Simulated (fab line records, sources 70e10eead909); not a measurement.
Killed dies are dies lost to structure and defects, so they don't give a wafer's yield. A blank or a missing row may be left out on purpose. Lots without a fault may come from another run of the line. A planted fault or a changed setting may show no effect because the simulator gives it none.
A struck lot beside a sound one | flow nand_harc | 44 steps out of a route of 1302
Sound: wafers L992.4, L992.5, L992.6. Struck: wafers L102.2, L102.4, L102.5. The cause comes at the end.
At each step with rows: each side's tool, then ch and its chambers, then its first start. Under that, the readings that differ: sound wafers | struck wafers | difference of the means | sigmas: that difference in standard deviations of wafers without a fault.
alike: readings whose means differ by less than 2 such deviations, and words and numbers that are the same on both sides. not compared: withheld readings, readings that some wafer has no value for, bounds like >300 that may hide the same value, and numbers for which the record gives no deviation and whose values overlap.
The two part at a step that has a row with sigmas, a row that says differs or no value, or rows on one side only. Numbers that don't overlap but have no deviation are shown without sigmas and don't part them. A reading that every wafer of one side lacks parts them only if that side has two wafers or more.

NHARC_P_GATE_CD_MEAS_46: target cd 720 nm.
  sound on cd_sem-01 ch 0, day 7 11:40; struck on cd_sem-03 ch 0, day 12 02:38
  alike: cd_nm
then, 4 steps without rows for these wafers: NHARC_P_GATE_HARDBAKE_47 (time 80 s); NHARC_P_GATE_DESCUM_48 (chemistry O2, time 3 s); NHARC_P_GATE_IMPLANT_49; NHARC_P_GATE_STRIP_111 (strips in N2/H2, time 250 s).
NHARC_P_GATE_STRIP_75: strips in O2.
  sound on plasma_asher-02 ch 0,1, day 7 14:01; struck on plasma_asher-02 ch 0,1, day 12 03:29
  alike: drypump_motor_current_A, heater_power_w
  not compared: rf_hours_counter_h
then, 6 steps without rows for these wafers: NHARC_P_GATE_STRIP_50 (strips in SPM, time 900 s); NHARC_P_GATE_DEHYDRATE_51 (time 120 s); NHARC_P_GATE_HMDS_52 (time 30 s); NHARC_P_GATE_COAT_53; NHARC_P_GATE_SOFTBAKE_54 (time 95 s); NHARC_P_GATE_EBR_55.
NHARC_P_GATE_EXPOSE_56: exposes mask P PSD, target cd 720 nm.
  sound on krf_scanner-04 ch 0, day 7 14:47; struck on krf_scanner-04, day 12 04:08
  no value came back on the struck wafers for exposure_dose_mJ_cm2, focus_offset_nm (nm), na, reticle_temp_C (C); on the sound wafers exposure_dose_mJ_cm2 reads 14.783 14.805 14.804
  alike: mask
then, 2 steps without rows for these wafers: NHARC_P_GATE_PEB_57 (peb time 85 s); NHARC_P_GATE_DEVELOP_58 (time 70 s).
NHARC_P_GATE_CD_MEAS_59: target cd 720 nm.
  sound on cd_sem-02 ch 0, day 7 14:56; struck on cd_sem-03 ch 0, day 12 04:18
  reading    | sound             | struck | difference                    | sigmas
  cd_nm (nm) | 719.2 721.5 721.5 | - - -  | no value on the struck wafers |
then, 4 steps without rows for these wafers: NHARC_P_GATE_HARDBAKE_60 (time 80 s); NHARC_P_GATE_DESCUM_61 (chemistry O2, time 3 s); NHARC_P_GATE_IMPLANT_62; NHARC_P_GATE_STRIP_112 (strips in N2/H2, time 200 s).
NHARC_P_GATE_STRIP_76: strips in O2.
  sound on plasma_asher-02 ch 0,1, day 7 15:44; struck on plasma_asher-01 ch 0,1, day 12 05:07
  alike: drypump_motor_current_A, heater_power_w
  not compared: rf_hours_counter_h
then, 9 steps without rows for these wafers: NHARC_P_GATE_STRIP_63 (strips in SPM, time 900 s); NHARC_P_GATE_DEHYDRATE_83 (time 120 s); NHARC_P_GATE_HMDS_84 (time 30 s); NHARC_P_GATE_COAT_85; NHARC_P_GATE_SOFTBAKE_86 (time 95 s); NHARC_P_GATE_EBR_87; NHARC_P_GATE_EXPOSE_88 (exposes mask P HVN, target cd 2000 nm); NHARC_P_GATE_PEB_89 (peb time 85 s); NHARC_P_GATE_DEVELOP_90 (time 70 s).
NHARC_P_GATE_CD_MEAS_91: target cd 2000 nm.
  sound on cd_sem-01 ch 0, day 7 16:38; struck on cd_sem-01 ch 0, day 12 06:02
  alike: cd_nm
then, 1 step without rows for these wafers: NHARC_P_GATE_HARDBAKE_92 (time 80 s).
NHARC_P_GATE_DESCUM_93: chemistry O2, time 3 s.
  sound on rie_diel-11 ch 0,3, day 7 16:47; struck on rie_diel-07 ch 0,1,2, day 12 06:13
  alike: drypump_motor_current_A, oes_product_au, rf_vpp_V, showerhead_plenum_p_Torr, throttle_valve_pct
  not compared: rf_hours_counter_h
then, 1 step without rows for these wafers: NHARC_P_GATE_IMPLANT_94.
NHARC_P_GATE_STRIP_113: strips in N2/H2, time 740 s.
  sound on plasma_asher-01 ch 0,1, day 7 17:31; struck on plasma_asher-02 ch 0,1, day 12 06:33
  alike: drypump_motor_current_A, heater_power_w
  not compared: rf_hours_counter_h
NHARC_P_GATE_STRIP_95: strips in O2.
  sound on plasma_asher-01 ch 0,1, day 7 17:55; struck on plasma_asher-02 ch 0,1, day 12 07:16
  alike: drypump_motor_current_A, heater_power_w
  not compared: rf_hours_counter_h
then, 6 steps without rows for these wafers: NHARC_P_GATE_STRIP_96 (strips in SPM, time 900 s); NHARC_P_GATE_RTA_64 (time 1 s); NHARC_P_GATE_ETCH_77 (etches SiO2 in dHF, target depth 6 nm); NHARC_P_GATE_DEGAS_109 (time 60 s); NHARC_P_GATE_PRE_CLEAN_110 (time 30 s); NHARC_P_GATE_SPUTTER_78 (material Ni, target thk 10 nm).
NHARC_P_GATE_INSPECT_68:
  sound on defect_inspect-02, day 7 19:43; struck on defect_inspect-02, day 12 09:07
  reading          | sound       | struck         | difference | sigmas
  raw_defect_count | 205 122 134 | 1255 1297 1221 | +1104      | +18
-- the record jumps here: 18 days lie between the struck wafers' starts before and after (it left off in module P_GATE and takes up again in module END, whose first step shown is number 1302 of the route) --
NHARC_END_SORT_01:
  sound on prober-01 ch 0, day 26 11:14; struck on prober-02 ch 0, day 30 14:23
  reading             | sound    | struck      | difference | sigmas
  killed_at_periphery | 1 1 1    | 600 601 597 | +598       | +99 or more
  killed_dies         | 37 32 30 | 677 677 677 | +644       | +28
  alike: killed_at_array, killed_at_other, killed_open, killed_short

WHERE THEY PART
First at NHARC_P_GATE_EXPOSE_56; last, within this record, at NHARC_END_SORT_01.

WHY: what the simulator had put in
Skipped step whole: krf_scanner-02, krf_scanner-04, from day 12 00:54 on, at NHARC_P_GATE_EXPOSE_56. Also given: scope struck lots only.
